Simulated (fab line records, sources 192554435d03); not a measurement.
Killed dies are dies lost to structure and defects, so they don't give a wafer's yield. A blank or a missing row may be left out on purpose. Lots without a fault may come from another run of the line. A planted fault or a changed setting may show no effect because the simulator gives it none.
A struck lot beside a sound one | flow n5_finfet | 13 steps out of a route of 1938
Sound: wafers L400.2, L400.4, L400.6. Struck: wafer L404.6. (L404.2, L404.3 of the same lot were not struck and are left out.) The cause comes at the end.
At each step with rows: each side's tool, then ch and its chambers, then its first start. Under that, the readings that differ: sound wafers | struck wafers | difference of the means | sigmas: that difference in standard deviations of wafers without a fault.
alike: readings whose means differ by less than 2 such deviations, and words and numbers that are the same on both sides. not compared: withheld readings, readings that some wafer has no value for, bounds like >300 that may hide the same value, and numbers for which the record gives no deviation and whose values overlap.
The two part at a step that has a row with sigmas, a row that says differs or no value, or rows on one side only. Numbers that don't overlap but have no deviation are shown without sigmas and don't part them. A reading that every wafer of one side lacks parts them only if that side has two wafers or more.

first, 2 steps without rows for these wafers: N5_BEOL_M11_PRECLEAN_42 (cleans in residue remover, time 60 s); N5_BEOL_M11_SRD_43 (time 30 s).
N5_BEOL_M11_CD_MEAS_35: target cd 70 nm.
  sound on cd_sem-02, day 12 14:34; struck on cd_sem-01, day 14 06:54
  alike: cd_nm
N5_BEOL_M11_CURE_72: cures SiCOH lowk, time 120 s.
  sound on uv_cure-03 ch 0, day 12 14:50; struck on uv_cure-03 ch 1, day 14 06:59
  alike: lamp_power_pct, wafer_temp_C_max
N5_BEOL_M11_DEGAS_44: time 60 s.
  sound on pvd_sputter-02, day 12 16:07; struck on pvd_sputter-01, day 14 07:21
  alike: heater_power_w
N5_BEOL_M11_PRE_CLEAN_45: time 30 s.
  sound on pvd_sputter-02, day 12 16:10; struck on pvd_sputter-01, day 14 07:23
  alike: heater_power_w
N5_BEOL_M11_ALD_74: deposits TaN, target thk 2 nm, pulse time 2 s, purge time 3 s.
  sound on ald_metal-01 ch 1,2,3, day 12 16:13; struck on ald_metal-01 ch 0, day 14 07:28
  alike: heater_power_w, precursor_vessel_pressure_torr, precursor_vessel_temp_c
then, 2 steps without rows for these wafers: N5_BEOL_M11_SURFACE_TREAT_76; N5_BEOL_M11_CVD_75 (deposits Co from CCTBA/H2, target thk 2 nm, time 138.9 s).
N5_BEOL_M11_SPUTTER_48: material Cu, target thk 12 nm, time 2 s.
  sound on pvd_sputter-01, day 12 16:59; struck on pvd_sputter-01, day 14 08:19
  alike: chuck_gas_flow_sccm, throttle_valve_pct
then, 2 steps without rows for these wafers: N5_BEOL_M11_ECD_50 (material Cu, target thk 318 nm); N5_BEOL_M11_ANNEAL_51 (time 90 s).
N5_BEOL_M11_CMP_52: polishes, stops on SiCOH lowk, t overpolish 7 s, target thk 140 nm.
  sound on cmp-01 ch 1,3, day 12 17:30; struck on cmp-03 ch 0, day 14 08:58
  reading                      | sound             | struck | difference | sigmas
  barrier_field_endpoint_s (s) | 28.3 28.8 28.9    | 30.8   | +2.1       | +3
  platen_rpm (rpm)             | 49.97 49.98 50.05 | 47.99  | -2.01      | -65
  slurry_filter_dp_kPa (kPa)   | 13.05 13.41 13.45 | 13.67  | +0.37      | +3
  alike: clearing_platen_down_force_psi, motor_current_A, overpolish_run_s, time_to_endpoint_s

WHERE THEY PART
Only at N5_BEOL_M11_CMP_52, within this record.

WHY: what the simulator had put in
Process parameter drift: cmp-03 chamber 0, from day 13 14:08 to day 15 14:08, at N5_BEOL_M11_CMP_52. Setting platen_rpm, moved by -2, from 50. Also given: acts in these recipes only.
